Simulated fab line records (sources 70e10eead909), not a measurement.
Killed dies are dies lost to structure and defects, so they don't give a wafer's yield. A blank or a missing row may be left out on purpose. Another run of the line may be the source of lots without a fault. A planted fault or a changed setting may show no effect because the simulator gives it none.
fab line records	flow nandHarc
[record] lots = 24	wafers = 72	lastDay = 34
route steps=1302 shown A_STAIRCASE@650
lots with no fault: from the same line, run without faults
startH: start of the lot's first displayed wafer, in hours after the record's first day	waitH: hours since the lot's step before	" unchanged from the row above	L1.1+2: several wafers, shown together as one row	- value missing, or start not given	* or withheld: withheld	< > ~ a bound
route shown NAME@n: NAME is a module with steps in the file, n the number in the route of the first one	usual: mean/standard deviation taken from wafers without a fault	same: alike in all rows	chamber/n: place in a boat	sites: the reading at each site	_std_site: the standard deviation of these	_edge_site: inner sites' mean taken away from outer sites' mean	radiusMm: for every site, how far away it sits from the centre of the wafer	mask NAME#n: copy n	behind: the last tool/chamber to shape the wafer	hold: the reason the lot was held/the length of the hold in hours/how it ended	device: whichever transistor did not switch (one of n, p or np)	end of line: the same wafers' tests at the end of the route	for a step that has no rows: nothing shown but its recipe	killed: the dies lost at the first sort to structure and to defects; this is not the yield of the wafer	map: per-die view of a wafer (x killed, . not killed, _ where there is no die)
set.NAME: the setting that was run; set.NAME@STEP: the one run at that earlier step	model.NAME: the simulator's own value behind a step, which no gauge read
the route's steps for a sample of lots (tables are steps, rows are wafers)
services: from which hour (startH, from the record's first day; less than 0 if before it) a tool's chamber was out of use, for how many hours, and why
[[steps]]
[step NHARC_A_STAIRCASE_DESCUM_168]
[recipe] timeS = 3	o2FlowSccm = 200	arFlowSccm = 0	biasPowerW = 0	chemistry = O2
[usual] drypumpMotorCurrentA = 5.8/0.42	o2FlowSccm = 200.0/0.57	oesProductAu = 0.999/0.012	rfVppV = 57.5/0.96	showerheadPlenumPTorr = 1.88/0.071	throttleValvePct = 11.311/0.0089
lot.wafer	tool	chamber	startH	waitH	drypumpMotorCurrentA	o2FlowSccm	oesProductAu	rfHoursCounterH	rfVppV	showerheadPlenumPTorr	throttleValvePct
L074.3	rieDiel-08	0	348.62	-	5.8	200.8	1.003	52	57.2	1.78	11.299
L074.5	"	3	"	"	6.3	200.8	0.968	-	57.7	2.00	11.328
L074.6	"	0	"	"	5.8	200.3	1.005	-	56.3	1.78	11.319
L076.1	rieDiel-07	2	368.33	-	6.0	199.8	1.015	25	57.4	1.90	11.303
L076.4	"	0	"	"	5.9	199.8	0.984	23	58.6	1.89	11.315
L076.3	"	1	"	"	6.2	199.3	1.010	23	57.7	1.84	11.313
L075.2	rieDiel-07	0	368.78	-	5.8	199.9	0.974	23	58.3	1.89	11.307
L075.4	"	2	"	"	5.9	200.8	1.013	25	56.5	1.90	11.313
L075.5	"	0	"	"	5.8	199.9	0.984	-	57.7	1.89	11.291
L077.4	rieDiel-07	2	383.88	-	5.9	199.8	1.018	30	56.1	1.90	11.313
L077.1	"	0	"	"	5.8	199.8	0.981	25	56.1	1.89	11.306
L077.5	"	2	"	"	5.9	200.6	1.021	-	57.1	1.90	11.320
L079.3	rieDiel-08	1	396.88	-	5.5	200.1	1.010	8	56.8	1.85	11.305
L079.1	"	2	"	"	5.9	200.1	0.992	5	58.7	1.97	11.316
L079.4	"	3	"	"	6.3	200.4	0.999	5	59.0	1.99	11.312
L078.4	rieDiel-08	3	397.05	-	6.3	200.0	0.993	5	58.7	1.99	11.326
L078.3	"	0	"	"	5.8	200.1	0.979	7	58.1	1.78	11.322
L078.2	"	2	"	"	5.9	200.1	0.998	6	56.2	1.97	11.315
L080.2	rieDiel-07	0	407.15	-	5.8	200.9	0.978	25	57.8	1.89	11.319
L080.4	"	1	"	"	6.2	199.5	1.001	36	59.3	1.83	11.302
L080.3	"	2	"	"	5.9	200.7	1.021	39	59.3	1.90	11.299
L081.3	rieDiel-08	1	430.42	-	5.4	199.9	1.020	18	56.0	1.84	11.307
L081.6	"	0	"	"	5.8	200.6	0.992	-	55.7	1.77	11.308
L081.5	"	1	"	"	5.4	200.6	1.027	-	57.5	1.84	11.302
L082.1	rieDiel-07	1	433.85	-	6.3	200.8	1.005	43	57.3	1.83	11.300
L082.4	"	3	"	"	4.9	199.3	0.990	44	56.3	1.82	11.289
L082.6	"	1	"	"	6.3	200.8	1.002	-	56.3	1.83	11.314
L083.4	rieDiel-07	3	448.78	-	4.9	199.8	1.004	50	56.9	1.82	11.310
L083.3	"	2	"	"	5.9	200.2	1.021	45	56.9	1.90	11.325
L083.6	"	3	"	"	4.9	200.0	0.996	-	56.5	1.82	11.313
L084.1	rieDiel-08	2	457.89	-	5.9	201.1	1.000	25	57.5	1.96	11.303
L084.2	"	0	"	"	5.8	200.3	0.982	27	55.8	1.77	11.309
L084.6	"	1	"	"	5.5	199.8	1.012	-	57.4	1.84	11.328
L085.4	rieDiel-12	1	461.62	-	5.6	199.3	0.985	3	56.7	1.84	11.306
L085.1	"	2	"	"	5.9	199.0	0.993	1	58.1	1.96	11.320
L085.5	"	3	"	"	6.0	198.9	0.993	-	57.4	1.96	11.316
L087.1	rieDiel-12	1	467.24	-	5.6	200.9	0.972	5	55.6	1.84	11.324
L087.6	"	3	"	"	6.0	199.2	0.986	-	58.5	1.96	11.296
L087.5	"	0	"	"	5.8	199.6	0.995	-	58.6	1.86	11.290
L086.3	rieDiel-08	2	467.39	-	5.9	200.9	1.008	29	57.6	1.96	11.317
L086.4	"	0	"	"	5.8	200.9	0.994	31	57.1	1.77	11.309
L086.1	"	1	"	"	5.5	199.7	1.003	33	56.9	1.84	11.309
L088.1	rieDiel-07	3	497.18	-	4.9	200.2	0.984	4	57.0	1.81	11.312
L088.5	"	0	"	"	5.8	200.1	1.003	-	59.5	1.88	11.304
L088.6	"	1	"	"	6.3	199.3	1.018	-	58.5	1.83	11.313
L089.1	rieDiel-08	0	497.32	-	5.8	199.9	0.995	41	59.0	1.77	11.304
L089.3	"	2	"	"	5.9	199.5	0.998	39	57.4	1.96	11.296
L089.6	"	3	"	"	6.4	199.9	1.010	-	57.2	1.98	11.310
L090.2	rieDiel-08	1	516.07	-	5.4	200.3	1.010	48	57.9	1.83	11.310
L090.5	"	1	"	"	5.4	200.2	1.012	-	56.9	1.83	11.306
L090.6	"	2	"	"	5.9	198.9	1.002	-	59.3	1.96	11.317
L091.3	rieDiel-07	2	527.56	-	5.9	200.0	1.001	13	58.3	1.89	11.312
L091.2	"	0	"	"	5.8	199.9	1.000	11	56.7	1.88	11.321
L091.5	"	3	"	"	4.8	199.9	0.994	-	57.7	1.81	11.315
L092.3	rieDiel-08	3	527.72	-	6.4	200.8	1.010	45	59.4	1.98	11.301
L092.2	"	1	"	"	5.5	199.3	1.007	51	57.7	1.83	11.294
L092.5	"	3	"	"	6.4	201.3	1.002	-	57.7	1.98	11.321
L093.2	rieDiel-12	0	542.13	-	5.8	200.1	0.994	34	57.2	1.85	11.314
L093.4	"	3	"	"	6.0	199.4	0.986	29	58.3	1.95	11.313
L093.5	"	1	"	"	5.6	200.0	0.992	-	57.3	1.83	11.318
L094.3	rieDiel-12	2	546.03	-	5.8	199.0	1.007	30	57.3	1.95	11.313
L094.2	"	3	"	"	6.0	200.0	0.975	30	59.4	1.95	11.310
L094.5	"	2	"	"	5.8	200.4	1.006	-	58.0	1.95	11.299
L096.3	rieDiel-07	2	570.05	-	5.9	200.3	0.997	28	56.9	1.89	11.314
L096.1	"	3	"	"	4.9	200.0	0.977	31	56.7	1.80	11.316
L096.4	"	0	"	"	5.8	200.5	1.006	29	57.6	1.87	11.317
L095.3	rieDiel-08	0	570.23	-	5.8	200.5	1.011	7	58.6	2.07	11.305
L095.4	"	2	"	"	5.9	199.4	0.997	6	57.9	1.95	11.313
L095.6	"	0	"	"	5.8	200.1	1.010	-	57.9	2.07	11.302
L097.4	rieDiel-07	3	597.67	-	4.9	200.2	0.988	38	58.6	1.80	11.324
L097.1	"	0	"	"	5.8	200.2	1.003	38	56.0	1.87	11.319
L097.5	"	3	"	"	4.9	200.3	0.992	-	55.5	1.80	11.308
[step NHARC_A_STAIRCASE_ETCH_17]
[recipe] targetDepthA = 1000	timeS = 40.5	ionEnergyEv = 400	c4f8FlowSccm = 20	o2FlowSccm = 10	arFlowSccm = withheld	rfW = 600	biasW = 1000	chemistry = C4F8/O2
[usual] oesProductAu = 0.944/0.013	rfVppV = 894/4.4
lot.wafer	tool	chamber	startH	waitH	oesProductAu	rfHoursCounterH	rfVppV
L074.3	rieDiel-08	2	-	-	0.940	48	899
L074.5	"	1	"	"	0.957	-	893
L074.6	"	2	"	"	0.941	-	900
L076.4	rieDiel-07	2	-	-	0.954	26	894
L076.3	"	3	"	"	0.933	25	890
L076.1	"	1	"	"	0.953	23	890
L075.4	rieDiel-12	2	-	-	0.951	25	899
L075.2	"	3	"	"	0.945	29	899
L075.5	"	1	"	"	0.940	-	892
L077.1	rieDiel-07	3	-	-	0.939	30	889
L077.4	"	1	"	"	0.945	-	892
L077.5	"	3	"	"	0.954	-	889
L079.4	rieDiel-08	3	-	-	0.939	5	901
L079.1	"	1	"	"	0.965	8	890
L079.3	"	2	"	"	0.935	6	898
L078.2	rieDiel-07	3	-	-	0.956	34	890
L078.3	"	2	"	"	0.960	35	895
L078.4	"	3	"	"	0.940	-	890
L080.4	rieDiel-08	3	-	-	0.944	12	900
L080.3	"	0	"	"	0.927	15	888
L080.2	"	1	"	"	0.965	14	891
L081.3	rieDiel-08	3	-	-	0.949	17	902
L081.5	"	3	"	"	0.954	-	900
L081.6	"	2	"	"	0.947	-	899
L082.4	rieDiel-08	0	-	-	0.942	20	889
L082.1	"	3	"	"	0.963	18	900
L082.6	"	0	"	"	0.940	-	886
L083.3	rieDiel-08	0	-	-	0.934	26	888
L083.4	"	2	"	"	0.940	24	899
L083.6	"	3	"	"	0.950	-	901
L084.1	rieDiel-12	1	-	-	0.915	2	892
L084.2	"	2	"	"	0.934	1	900
L084.6	"	0	"	"	0.937	-	892
L085.1	rieDiel-12	3	-	-	0.942	4	899
L085.4	"	0	"	"	0.943	4	894
L085.5	"	1	"	"	0.928	-	891
L087.1	rieDiel-07	0	-	-	0.929	47	895
L087.6	"	2	"	"	0.961	-	894
L087.5	"	3	"	"	0.940	-	890
L086.3	rieDiel-08	1	-	-	0.943	34	891
L086.1	"	2	"	"	0.940	30	900
L086.4	"	3	"	"	0.933	29	901
L088.1	rieDiel-08	3	-	-	0.974	39	901
L088.6	"	1	"	"	0.961	-	892
L088.5	"	2	"	"	0.956	-	898
L089.3	rieDiel-12	3	-	-	0.942	14	898
L089.1	"	0	"	"	0.947	19	893
L089.6	"	3	"	"	0.935	-	897
L090.2	rieDiel-12	0	-	-	0.947	26	892
L090.6	"	3	"	"	0.939	-	898
L090.5	"	0	"	"	0.955	-	891
L092.3	rieDiel-08	0	-	-	0.934	49	886
L092.2	"	1	"	"	0.959	52	890
L092.5	"	1	"	"	0.952	-	890
L091.3	rieDiel-12	0	-	-	0.930	29	893
L091.2	"	1	"	"	0.933	30	891
L091.5	"	1	"	"	0.928	-	891
L093.2	rieDiel-12	0	-	-	0.941	35	892
L093.4	"	0	"	"	0.946	-	890
L093.5	"	2	"	"	0.954	-	898
L094.3	rieDiel-12	2	-	-	0.967	36	898
L094.2	"	0	"	"	0.948	41	891
L094.5	"	3	"	"	0.946	-	899
L096.1	rieDiel-12	2	-	-	0.936	41	899
L096.4	"	3	"	"	0.924	42	898
L096.3	"	0	"	"	0.940	48	892
L095.3	rieDiel-12	0	-	-	0.934	48	891
L095.4	"	2	"	"	0.948	41	899
L095.6	"	1	"	"	0.930	-	890
L097.1	rieDiel-12	3	-	-	0.932	48	897
L097.4	"	0	"	"	0.949	54	893
L097.5	"	2	"	"	0.954	-	898
[step NHARC_A_STAIRCASE_STRIP_238]
[recipe] powerW = 1500	tempC = 250	chemistry = O2
[usual] drypumpMotorCurrentA = 6.0/0.49	heaterPowerW = 348/33
lot.wafer	tool	chamber	startH	waitH	drypumpMotorCurrentA	heaterPowerW	rfHoursCounterH
L074.3	plasmaAsher-01	1	360.66	0.2	5.8	327	-
L074.5	"	0	"	"	6.6	322	-
L074.6	"	1	"	"	5.8	326	-
L076.1	plasmaAsher-01	0	380.83	0.1	6.7	326	7
L076.4	"	0	"	"	6.7	321	-
L076.3	"	1	"	"	5.8	334	-
L075.2	plasmaAsher-01	1	381.11	0.2	5.8	337	7
L075.4	"	0	"	"	6.6	326	-
L075.5	"	1	"	"	5.8	327	-
L077.1	plasmaAsher-01	1	395.87	0.1	5.8	331	11
L077.4	"	1	"	"	5.8	335	-
L077.5	"	1	"	"	5.8	320	-
L078.2	plasmaAsher-02	0	413.21	0.1	5.4	374	31
L078.3	"	1	"	"	5.7	386	-
L078.4	"	0	"	"	5.3	377	-
L079.1	plasmaAsher-01	1	413.38	0.1	5.8	327	15
L079.3	"	1	"	"	5.8	317	-
L079.4	"	0	"	"	6.7	328	-
L080.2	plasmaAsher-01	0	418.33	0.1	6.7	331	16
L080.3	"	0	"	"	6.7	327	-
L080.4	"	1	"	"	5.8	333	-
L081.3	plasmaAsher-01	0	442.59	0.2	6.7	322	-
L081.5	"	1	"	"	5.8	323	-
L081.6	"	0	"	"	6.7	327	-
L082.1	plasmaAsher-01	0	448.09	0.1	6.7	324	22
L082.4	"	0	"	"	6.7	327	-
L082.6	"	0	"	"	6.7	320	-
L083.4	plasmaAsher-01	0	461.97	0.2	6.7	328	-
L083.3	"	1	"	"	5.8	332	-
L083.6	"	1	"	"	5.9	326	-
L084.1	plasmaAsher-02	1	469.65	0.1	5.7	400	7
L084.2	"	0	"	"	5.3	393	7
L084.6	"	1	"	"	5.7	393	-
L085.1	plasmaAsher-02	0	473.70	0.1	5.4	393	8
L085.4	"	0	"	"	5.3	395	-
L085.5	"	0	"	"	5.4	397	-
L087.1	plasmaAsher-02	0	482.89	0.1	5.4	390	11
L087.6	"	1	"	"	5.7	391	-
L087.5	"	0	"	"	5.4	394	-
L086.1	plasmaAsher-01	1	483.44	0.1	5.8	323	31
L086.3	"	1	"	"	5.8	327	-
L086.4	"	0	"	"	6.7	322	-
L088.1	plasmaAsher-01	0	509.00	0.1	6.6	321	35
L088.5	"	0	"	"	6.7	331	-
L088.6	"	1	"	"	5.8	324	-
L089.1	plasmaAsher-02	1	510.10	0.1	5.7	390	15
L089.3	"	0	"	"	5.4	400	-
L089.6	"	1	"	"	5.7	401	-
L090.2	plasmaAsher-02	0	527.89	0.6	5.4	401	20
L090.6	"	1	"	"	5.7	402	-
L090.5	"	0	"	"	5.4	397	-
L091.2	plasmaAsher-01	0	541.62	0.1	6.7	319	2
L091.3	"	0	"	"	6.7	328	-
L091.5	"	0	"	"	6.7	323	-
L092.2	plasmaAsher-02	1	542.24	0.1	5.7	399	22
L092.3	"	0	"	"	5.4	402	-
L092.5	"	0	"	"	5.4	395	-
L093.2	plasmaAsher-01	1	557.13	0.1	5.8	332	5
L093.4	"	0	"	"	6.7	322	-
L093.5	"	0	"	"	6.7	320	-
L094.2	plasmaAsher-01	0	563.17	0.1	6.7	310	7
L094.3	"	1	"	"	5.8	327	-
L094.5	"	1	"	"	5.8	320	-
L096.1	plasmaAsher-01	0	581.84	0.1	6.7	321	9
L096.4	"	1	"	"	5.8	315	-
L096.3	"	0	"	"	6.6	317	-
L095.4	plasmaAsher-02	0	582.05	0.2	5.3	401	-
L095.3	"	1	"	"	5.7	404	-
L095.6	"	0	"	"	5.3	392	-
L097.1	plasmaAsher-01	0	610.48	0.1	6.7	312	17
L097.4	"	0	"	"	6.7	310	-
L097.5	"	1	"	"	5.8	326	-
[step NHARC_A_STAIRCASE_ETCH_253]
[recipe] targetDepthA = 500	timeS = 20.2	ionEnergyEv = 400	c4f8FlowSccm = 20	o2FlowSccm = 10	arFlowSccm = withheld	rfW = 600	biasW = 1000	chemistry = C4F8/O2
[usual] oesProductAu = 0.951/0.021	rfVppV = 895/4.7
lot.wafer	tool	chamber	startH	waitH	oesProductAu	rfHoursCounterH	rfVppV
L074.3	rieDiel-07	3	362.13	0.1	0.968	23	891
L074.6	"	0	"	"	0.951	-	894
L074.5	"	1	"	"	0.965	-	892
L075.4	rieDiel-07	1	382.71	0.1	0.922	27	892
L075.2	"	2	"	"	0.933	30	894
L075.5	"	2	"	"	0.946	-	895
L076.4	rieDiel-12	2	385.32	2.9	0.946	31	899
L076.3	"	0	"	"	0.939	28	893
L076.1	"	1	"	"	0.932	35	892
L077.1	rieDiel-07	1	397.46	0.1	0.961	31	891
L077.5	"	2	"	"	0.983	-	896
L077.4	"	1	"	"	0.963	-	893
L078.3	rieDiel-08	2	414.76	0.1	0.926	12	901
L078.4	"	3	"	"	0.922	13	901
L078.2	"	1	"	"	0.954	15	892
L079.4	rieDiel-08	3	414.98	0.1	0.974	13	901
L079.3	"	0	"	"	0.938	16	887
L079.1	"	2	"	"	0.962	12	899
L080.3	rieDiel-08	3	419.94	0.1	0.961	14	900
L080.4	"	1	"	"	0.981	16	891
L080.2	"	2	"	"	0.970	13	899
L081.3	rieDiel-07	1	444.08	0.1	0.963	45	892
L081.5	"	3	"	"	0.958	-	889
L081.6	"	1	"	"	0.955	-	890
L082.1	rieDiel-07	1	449.71	0.1	0.978	49	891
L082.4	"	2	"	"	0.974	46	896
L082.6	"	0	"	"	0.973	-	894
L083.3	rieDiel-07	1	463.46	0.1	0.981	53	892
L083.4	"	3	"	"	0.959	57	890
L083.6	"	2	"	"	0.976	-	894
L084.1	rieDiel-07	0	471.12	0.1	0.946	47	894
L084.2	"	2	"	"	0.982	53	895
L084.6	"	0	"	"	0.944	-	894
L085.1	rieDiel-12	3	479.38	2.9	0.917	11	897
L085.4	"	1	"	"	0.900	16	891
L085.5	"	3	"	"	0.910	-	899
L087.1	rieDiel-08	1	484.48	0.1	0.960	41	891
L087.6	"	3	"	"	0.965	-	899
L087.5	"	1	"	"	0.962	-	890
L086.1	rieDiel-12	3	485.04	0.1	0.924	13	898
L086.4	"	0	"	"	0.920	17	892
L086.3	"	2	"	"	0.920	12	898
L088.1	rieDiel-07	1	510.49	0.1	0.991	7	892
L088.5	"	2	"	"	0.953	-	896
L088.6	"	3	"	"	0.946	-	890
L089.1	rieDiel-08	2	511.66	0.1	0.928	42	900
L089.3	"	3	"	"	0.928	42	900
L089.6	"	3	"	"	0.933	-	900
L090.2	rieDiel-08	0	529.32	0.1	0.929	48	886
L090.6	"	2	"	"	0.938	-	900
L090.5	"	3	"	"	0.927	-	900
L091.3	rieDiel-12	1	543.30	0.1	0.969	36	891
L091.2	"	0	"	"	0.959	34	893
L091.5	"	1	"	"	0.978	-	891
L092.2	rieDiel-08	0	543.79	0.1	0.959	53	886
L092.3	"	2	"	"	0.974	52	899
L092.5	"	1	"	"	0.986	-	892
L093.2	rieDiel-08	1	559.01	0.4	0.963	2	891
L093.4	"	2	"	"	0.951	2	897
L093.5	"	1	"	"	0.954	-	891
L094.3	rieDiel-08	1	564.77	0.1	0.972	3	891
L094.2	"	2	"	"	0.965	3	898
L094.5	"	0	"	"	0.967	-	906
L096.3	rieDiel-07	3	583.28	0.1	0.914	34	890
L096.1	"	0	"	"	0.929	33	894
L096.4	"	1	"	"	0.939	31	889
L095.3	rieDiel-08	2	583.43	0.1	0.915	9	897
L095.4	"	0	"	"	0.941	10	906
L095.6	"	2	"	"	0.924	-	898
L097.4	rieDiel-07	3	611.97	0.1	0.960	45	889
L097.1	"	0	"	"	0.982	44	894
L097.5	"	3	"	"	0.963	-	887
[step NHARC_A_STAIRCASE_ETCH_271]
[recipe] cf4FlowSccm = 100	chf3FlowSccm = 30	arFlowSccm = 0	rfW = 500	biasW = 200	chemistry = CF4/CHF3
[usual] drypumpMotorCurrentA = 5.8/0.42	oesProductAu = 0.957/0.025	rfVppV = 369.5/1.9	showerheadPlenumPTorr = 1.54/0.051	throttleValvePct = 16.801/0.0094
lot.wafer	tool	chamber	startH	waitH	drypumpMotorCurrentA	oesProductAu	rfHoursCounterH	rfVppV	showerheadPlenumPTorr	throttleValvePct
L074.3	rieDiel-12	2	365.98	0.1	5.9	0.950	23	371.4	1.61	16.803
L074.5	"	0	"	"	5.8	0.958	-	370.8	1.54	16.803
L074.6	"	1	"	"	5.6	0.948	-	367.5	1.52	16.812
L075.2	rieDiel-07	2	389.48	0.1	5.9	0.974	31	370.1	1.57	16.801
L075.5	"	1	"	"	6.3	0.962	-	368.8	1.51	16.791
L075.4	"	2	"	"	5.9	0.982	-	370.6	1.57	16.795
L076.3	rieDiel-08	1	390.43	0.1	5.5	0.992	6	367.3	1.52	16.791
L076.4	"	3	"	"	6.4	0.947	4	372.3	1.64	16.795
L076.1	"	0	"	"	5.8	0.959	6	367.3	1.47	16.803
L077.1	rieDiel-08	1	405.29	0.1	5.4	0.986	11	367.9	1.52	16.806
L077.4	"	3	"	"	6.3	0.954	10	374.2	1.64	16.792
L077.5	"	2	"	"	5.9	0.946	-	371.7	1.61	16.798
L078.3	rieDiel-07	3	418.60	0.1	4.8	0.964	41	369.9	1.50	16.792
L078.2	"	0	"	"	5.8	0.940	28	370.1	1.55	16.826
L078.4	"	2	"	"	5.9	0.994	42	370.8	1.56	16.796
L079.4	rieDiel-08	0	422.70	0.1	5.8	0.951	17	366.1	1.46	16.817
L079.1	"	1	"	"	5.4	0.994	16	367.0	1.52	16.804
L079.3	"	2	"	"	5.9	0.976	13	372.8	1.61	16.801
L080.3	rieDiel-07	2	424.18	0.1	5.9	0.988	43	370.7	1.56	16.808
L080.2	"	0	"	"	5.8	0.942	30	370.3	1.55	16.795
L080.4	"	1	"	"	6.2	0.992	41	368.6	1.51	16.806
L081.3	rieDiel-08	1	447.91	0.1	5.5	0.964	26	367.6	1.52	16.798
L081.5	"	0	"	"	5.8	0.932	-	368.4	1.46	16.793
L081.6	"	1	"	"	5.5	0.960	-	367.7	1.52	16.790
L082.4	rieDiel-07	3	453.51	0.1	4.9	0.977	50	366.7	1.50	16.804
L082.1	"	0	"	"	5.8	0.973	39	369.6	1.55	16.801
L082.6	"	3	"	"	4.9	0.981	-	368.2	1.50	16.795
L083.4	rieDiel-08	0	471.34	0.1	5.8	0.988	33	367.1	1.46	16.811
L083.3	"	1	"	"	5.5	1.008	35	370.1	1.51	16.794
L083.6	"	1	"	"	5.4	1.011	-	368.1	1.51	16.790
L084.2	rieDiel-12	1	479.32	2.9	5.6	0.920	16	369.9	1.51	16.814
L084.1	"	0	"	"	5.8	0.926	15	369.3	1.53	16.795
L084.6	"	2	"	"	5.8	0.944	-	371.1	1.61	16.797
L085.4	rieDiel-07	3	483.06	0.1	4.8	0.965	1	368.3	1.50	16.800
L085.1	"	1	"	"	6.3	0.991	1	367.1	1.51	16.798
L085.5	"	3	"	"	4.8	0.970	-	367.2	1.50	16.798
L087.1	rieDiel-12	2	489.16	0.1	5.8	0.906	13	372.6	1.61	16.797
L087.6	"	1	"	"	5.6	0.910	-	368.8	1.51	16.805
L087.5	"	2	"	"	5.8	0.920	-	372.0	1.61	16.785
L086.3	rieDiel-08	3	490.43	0.1	6.4	0.973	38	373.0	1.63	16.804
L086.1	"	1	"	"	5.4	0.963	41	367.6	1.51	16.794
L086.4	"	2	"	"	5.9	0.971	37	371.8	1.61	16.807
L088.1	rieDiel-08	0	514.52	0.1	5.8	0.978	45	366.0	1.46	16.806
L088.6	"	0	"	"	5.8	0.977	-	365.6	1.46	16.805
L088.5	"	1	"	"	5.5	0.974	-	367.3	1.51	16.802
L089.3	rieDiel-08	1	517.02	0.1	5.4	0.985	49	367.8	1.51	16.798
L089.1	"	0	"	"	5.8	0.975	46	366.4	1.46	16.791
L089.6	"	1	"	"	5.4	0.982	-	367.7	1.51	16.799
L090.2	rieDiel-07	2	535.23	0.1	5.9	0.920	14	370.1	1.56	16.788
L090.6	"	2	"	"	5.9	0.930	-	370.7	1.56	16.795
L090.5	"	3	"	"	4.9	0.911	-	367.4	1.49	16.801
L091.3	rieDiel-07	3	548.91	0.2	4.8	0.918	22	367.6	1.49	16.797
L091.2	"	0	"	"	5.9	0.913	19	368.5	1.54	16.807
L091.5	"	2	"	"	5.9	0.935	-	369.8	1.55	16.806
L092.2	rieDiel-07	0	548.96	0.2	5.9	0.924	19	369.6	1.54	16.810
L092.3	"	2	"	"	5.9	0.939	20	371.1	1.55	16.786
L092.5	"	0	"	"	5.8	0.922	-	368.1	1.55	16.784
L093.2	rieDiel-07	1	563.17	0.1	6.3	0.939	24	368.1	1.50	16.804
L093.4	"	2	"	"	6.0	0.911	27	371.4	1.55	16.810
L093.5	"	0	"	"	5.9	0.924	-	369.3	1.54	16.799
L094.3	rieDiel-07	0	570.75	0.1	5.9	0.973	29	369.2	1.54	16.812
L094.2	"	3	"	"	4.8	0.958	31	368.7	1.49	16.799
L094.5	"	1	"	"	6.3	0.979	-	367.2	1.50	16.800
L096.4	rieDiel-08	1	586.94	0.1	5.4	0.965	11	368.2	1.51	16.817
L096.1	"	2	"	"	5.9	0.967	9	371.9	1.60	16.792
L096.3	"	0	"	"	5.8	0.961	10	374.6	1.70	16.811
L095.4	rieDiel-07	0	588.78	0.1	5.8	0.954	33	370.6	1.54	16.825
L095.3	"	3	"	"	4.9	0.960	34	369.5	1.49	16.805
L095.6	"	1	"	"	6.3	0.965	-	369.2	1.50	16.796
L097.1	rieDiel-12	0	616.00	0.1	5.8	0.962	59	370.3	1.52	16.791
L097.4	"	1	"	"	5.6	0.966	54	368.9	1.51	16.789
L097.5	"	3	"	"	6.0	0.942	-	370.8	1.60	16.814
[step NHARC_A_STAIRCASE_DEP_301]
[recipe] targetThkA = 300	targetThkNm = 30	tempC = 400	pressureTorr = 3.5	flowSccm = 200	rfW = 350	material = SiON
[usual] heaterPowerW = 796/100
lot.wafer	tool	chamber	startH	waitH	heaterPowerW
L074.3	pecvd-01	2	378.90	1.0	647
L074.5	"	2	"	"	644
L074.6	"	0	"	"	903
L075.2	pecvd-01	0	404.64	1.3	898
L075.5	"	1	"	"	656
L075.4	"	0	"	"	894
L076.3	pecvd-04	1	404.84	1.0	938
L076.1	"	2	"	"	868
L076.4	"	2	"	"	894
L077.1	pecvd-01	0	415.69	1.6	839
L077.4	"	1	"	"	742
L077.5	"	2	"	"	669
L078.2	pecvd-01	1	431.01	1.3	776
L078.3	"	0	"	"	934
L078.4	"	2	"	"	683
L079.1	pecvd-04	1	434.73	1.6	937
L079.3	"	2	"	"	874
L079.4	"	1	"	"	914
L080.3	pecvd-01	2	434.98	0.9	584
L080.2	"	1	"	"	729
L080.4	"	2	"	"	560
L081.3	pecvd-01	2	460.45	0.9	681
L081.5	"	0	"	"	859
L081.6	"	1	"	"	738
L082.1	pecvd-04	2	466.81	1.6	831
L082.6	"	1	"	"	824
L082.4	"	0	"	"	731
L083.3	pecvd-01	1	486.28	1.0	647
L083.6	"	0	"	"	901
L083.4	"	2	"	"	680
L084.2	pecvd-04	0	491.78	1.3	704
L084.1	"	2	"	"	868
L084.6	"	0	"	"	709
L085.1	pecvd-04	0	499.86	1.5	816
L085.5	"	1	"	"	903
L085.4	"	2	"	"	893
L087.1	pecvd-02	2	503.11	1.7	813
L087.5	"	2	"	"	816
L087.6	"	0	"	"	962
L086.3	pecvd-01	1	505.67	0.9	625
L086.1	"	2	"	"	735
L086.4	"	1	"	"	604
L088.1	pecvd-02	1	524.45	1.6	786
L088.6	"	1	"	"	768
L088.5	"	2	"	"	751
L089.1	pecvd-01	1	526.97	1.6	696
L089.3	"	0	"	"	853
L089.6	"	0	"	"	855
L090.2	pecvd-02	0	545.92	1.3	933
L090.6	"	1	"	"	763
L090.5	"	2	"	"	791
L091.3	pecvd-02	2	560.23	1.0	734
L091.2	"	1	"	"	764
L091.5	"	0	"	"	900
L092.2	pecvd-01	2	560.53	1.3	703
L092.3	"	1	"	"	673
L092.5	"	1	"	"	690
L093.2	pecvd-04	2	577.38	1.3	887
L093.5	"	0	"	"	731
L093.4	"	1	"	"	877
L094.2	pecvd-04	1	581.12	1.3	871
L094.3	"	2	"	"	763
L094.5	"	2	"	"	784
L096.1	pecvd-01	0	597.25	1.5	806
L096.3	"	2	"	"	647
L096.4	"	0	"	"	825
L095.3	pecvd-04	2	599.04	1.0	915
L095.6	"	1	"	"	884
L095.4	"	2	"	"	915
L097.1	pecvd-02	1	637.29	1.6	762
L097.4	"	2	"	"	624
L097.5	"	1	"	"	735
[[services]]
tool	chamber	startH	hours	kind
rieDiel-08	2	342.26	1.4	repair
plasmaAsher-01	-	342.26	9.0	pm
pecvd-01	0	345.68	12.7	repair
rieDiel-07	3	347.17	4.9	repair
rieDiel-08	-	367.88	9.0	pm
plasmaAsher-02	-	376.64	5.6	repair
rieDiel-07	0	385.23	18.2	repair
plasmaAsher-01	-	413.87	0.7	repair
pecvd-04	1	419.09	3.8	repair
rieDiel-08	0	431.78	2.8	repair
rieDiel-12	-	447.46	9.0	pm
rieDiel-08	0	481.63	3.7	repair
rieDiel-08	-	488.25	0.8	repair
pecvd-01	-	492.27	13.0	pm
plasmaAsher-01	-	519.26	9.0	pm
rieDiel-12	1	544.04	2.3	repair
rieDiel-08	-	544.88	9.0	pm
rieDiel-12	2	582.04	17.2	repair
rieDiel-08	3	590.36	5.6	repair
rieDiel-08	2	611.67	5.8	repair
pecvd-01	2	620.33	6.5	repair
pecvd-01	1	622.92	13.7	repair
rieDiel-12	-	624.46	9.0	pm
rieDiel-12	1	633.81	3.7	repair
[[key]]
fault none
